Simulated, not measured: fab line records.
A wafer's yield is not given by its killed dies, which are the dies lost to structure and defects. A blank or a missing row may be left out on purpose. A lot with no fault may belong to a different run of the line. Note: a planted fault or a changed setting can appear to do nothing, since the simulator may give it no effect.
Chamber matching :: flow n5_finfet :: rie_diel-03 running N5_BEOL_M3_VIA_ETCH_34: 4 sister chambers
The step etches the open film in C4F6/O2, target depth 69.4 nm, time 65.9 s. 14 wafers are shown with their chamber, then 7 later ones without.

WAFERS PAIRED WITH THEIR CHAMBERS
wafer: L081.1
chamber: 0
drypump_motor_current_A (A): 5.3
rf_vpp_V (V): 686
throttle_valve_pct (%): 30.89

wafer: L081.2
chamber: 1
drypump_motor_current_A (A): 4.8
rf_vpp_V (V): 685
throttle_valve_pct (%): 30.33

wafer: L081.5
chamber: 0
drypump_motor_current_A (A): 5.3
rf_vpp_V (V): 686
throttle_valve_pct (%): 30.92

wafer: L082.1
chamber: 2
drypump_motor_current_A (A): 5.7
rf_vpp_V (V): 660
throttle_valve_pct (%): 30.59

wafer: L082.3
chamber: 3
drypump_motor_current_A (A): 6.7
rf_vpp_V (V): 657
throttle_valve_pct (%): 30.29

wafer: L082.5
chamber: 0
drypump_motor_current_A (A): 5.3
rf_vpp_V (V): 685
throttle_valve_pct (%): 30.91

wafer: L088.2
chamber: 3
drypump_motor_current_A (A): 6.6
rf_vpp_V (V): 657
throttle_valve_pct (%): 30.30

wafer: L088.4
chamber: 2
drypump_motor_current_A (A): 5.7
rf_vpp_V (V): 660
throttle_valve_pct (%): 30.62

wafer: L088.6
chamber: 0
drypump_motor_current_A (A): 5.3
rf_vpp_V (V): 684
throttle_valve_pct (%): 30.90

wafer: L092.3
chamber: 1
drypump_motor_current_A (A): 4.8
rf_vpp_V (V): 687
throttle_valve_pct (%): 30.36

wafer: L092.4
chamber: 0
drypump_motor_current_A (A): 5.3
rf_vpp_V (V): 686
throttle_valve_pct (%): 30.91

wafer: L092.5
chamber: 3
drypump_motor_current_A (A): 6.6
rf_vpp_V (V): 656
throttle_valve_pct (%): 30.32

wafer: L091.1
chamber: 3
drypump_motor_current_A (A): 6.7
rf_vpp_V (V): 657
throttle_valve_pct (%): 30.31

wafer: L091.2
chamber: 1
drypump_motor_current_A (A): 4.8
rf_vpp_V (V): 686
throttle_valve_pct (%): 30.35

SIGNATURES, as means of the wafers listed above
reading: drypump_motor_current_A
chamber 0: 5.300
chamber 1: 4.800
chamber 2: 5.700
chamber 3: 6.650
scatter within a chamber: 0.0316

reading: rf_vpp_V
chamber 0: 685.40
chamber 1: 686.00
chamber 2: 660.00
chamber 3: 656.75
scatter within a chamber: 0.771

reading: throttle_valve_pct
chamber 0: 30.9060
chamber 1: 30.3467
chamber 2: 30.6050
chamber 3: 30.3050
scatter within a chamber: 0.0139
Rule: a wafer's distance from a chamber is the root of the sum, over the readings, of the square of ((its reading less the chamber's mean) divided by the reading's scatter). If the next closest chamber is less than 2 further off than the closest, the wafer can't be placed; otherwise it belongs to the closest. The scatter: the root of (the sum of the squares of (reading less its chamber's mean) over the shown wafers, divided by (wafers less chambers)).

WAFERS MISSING THEIR CHAMBER
wafer: L091.6
drypump_motor_current_A (A): 4.7
rf_vpp_V (V): 686
throttle_valve_pct (%): 30.36

wafer: L093.2
drypump_motor_current_A (A): 4.8
rf_vpp_V (V): 685
throttle_valve_pct (%): 30.34

wafer: L093.4
drypump_motor_current_A (A): 5.3
rf_vpp_V (V): 684
throttle_valve_pct (%): 30.91

wafer: L093.5
drypump_motor_current_A (A): 4.8
rf_vpp_V (V): 686
throttle_valve_pct (%): 30.35

wafer: L096.1
drypump_motor_current_A (A): 6.6
rf_vpp_V (V): 657
throttle_valve_pct (%): 30.31

wafer: L096.2
drypump_motor_current_A (A): 5.7
rf_vpp_V (V): 661
throttle_valve_pct (%): 30.28

wafer: L096.3
drypump_motor_current_A (A): 5.3
rf_vpp_V (V): 685
throttle_valve_pct (%): 30.93

WHICH CHAMBER EACH ONE RAN IN
wafer: L091.6
from the rows above: 1
in truth: 1

wafer: L093.2
from the rows above: 1
in truth: 1

wafer: L093.4
from the rows above: 0
in truth: 0

wafer: L093.5
from the rows above: 1
in truth: 1

wafer: L096.1
from the rows above: 3
in truth: 3

wafer: L096.2
from the rows above: 2
in truth: 2

wafer: L096.3
from the rows above: 0
in truth: 0
Correct placement for 7 of the 7. Can't be placed from these rows: 0. Wrongly placed: 0.
